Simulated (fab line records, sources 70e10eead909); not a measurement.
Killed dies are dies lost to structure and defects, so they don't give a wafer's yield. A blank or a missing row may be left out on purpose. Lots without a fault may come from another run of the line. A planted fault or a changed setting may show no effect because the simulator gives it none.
Which tool did it? | flow nand_harc | 6 lots, 18 wafers sampled, at 4 steps of a route of 1302

WHAT THE GAUGES READ, wafer by wafer
NHARC_END_SORT_01.
lot  | measured     | on        | killed_at_periphery
L731 | day 25 15:17 | prober-02 | 1 2 3
L737 | day 26 05:01 | prober-02 | 1 2 7
L748 | day 30 23:25 | prober-01 | 2 3 0

WHICH TOOL RAN EACH LOT (tool, then ch and the chambers of the sampled wafers, then the start)
lot  | NHARC_A_M1_ETCH_15                            | NHARC_A_M1_PVD_21            | NHARC_A_M1_DEP_33
L732 | rie_diel-01 ch 0,1,2, day 23 16:38 or earlier | pvd_sputter-03, day 23 16:38 | pecvd-04 ch 0,1,2, day 23 18:16
L731 | rie_diel-04 ch 0,2,3, day 24 03:20 or earlier | pvd_sputter-02, day 24 03:20 | pecvd-02 ch 1,2, day 24 04:55
L737 | rie_diel-10 ch 1,2, day 24 19:52 or earlier   | pvd_sputter-02, day 24 19:52 | pecvd-03 ch 0,1, day 24 21:25
L748 | rie_diel-04 ch 0,1,3, day 29 12:40 or earlier | pvd_sputter-02, day 29 12:40 | pecvd-03 ch 0,1,2, day 29 14:10
L750 | rie_diel-01 ch 0,2,3, day 30 12:32 or earlier | pvd_sputter-03, day 30 12:32 | pecvd-03 ch 0,1,2, day 30 14:09
L752 | rie_diel-04 ch 1,2,3, day 31 10:47 or earlier | pvd_sputter-01, day 31 10:47 | pecvd-02 ch 0,1,2, day 31 12:18
- NHARC_A_M1_ETCH_15: etches the open film in C4F8/Ar, target depth 182.5 nm, time 91.2 s.
- NHARC_A_M1_PVD_21: deposits Cu, target thk 30 nm, time 20.49 s.
- NHARC_A_M1_DEP_33: deposits SiCN, target thk 30 nm.

THE ANSWER, worked out from the rows above alone
Rule: what is usual is taken from the lots themselves. Put in order of their means at a reading, lots are off if they are a third of the lots or fewer, leave a main group of 4 or more, and stand apart from it by a gap of 3 or more times the standard deviation of the main group's means; of several such gaps the widest counts. A main group whose means are all the same, to the digits that the tables above print for the reading, isn't used. A lot without any number at a reading at which 4 lots or more have one is off too. The other lots that the step has rows for count as sound.
No lot is off at any reading shown: from this, nothing can be told.

WHAT THE SIMULATOR HAD PUT IN
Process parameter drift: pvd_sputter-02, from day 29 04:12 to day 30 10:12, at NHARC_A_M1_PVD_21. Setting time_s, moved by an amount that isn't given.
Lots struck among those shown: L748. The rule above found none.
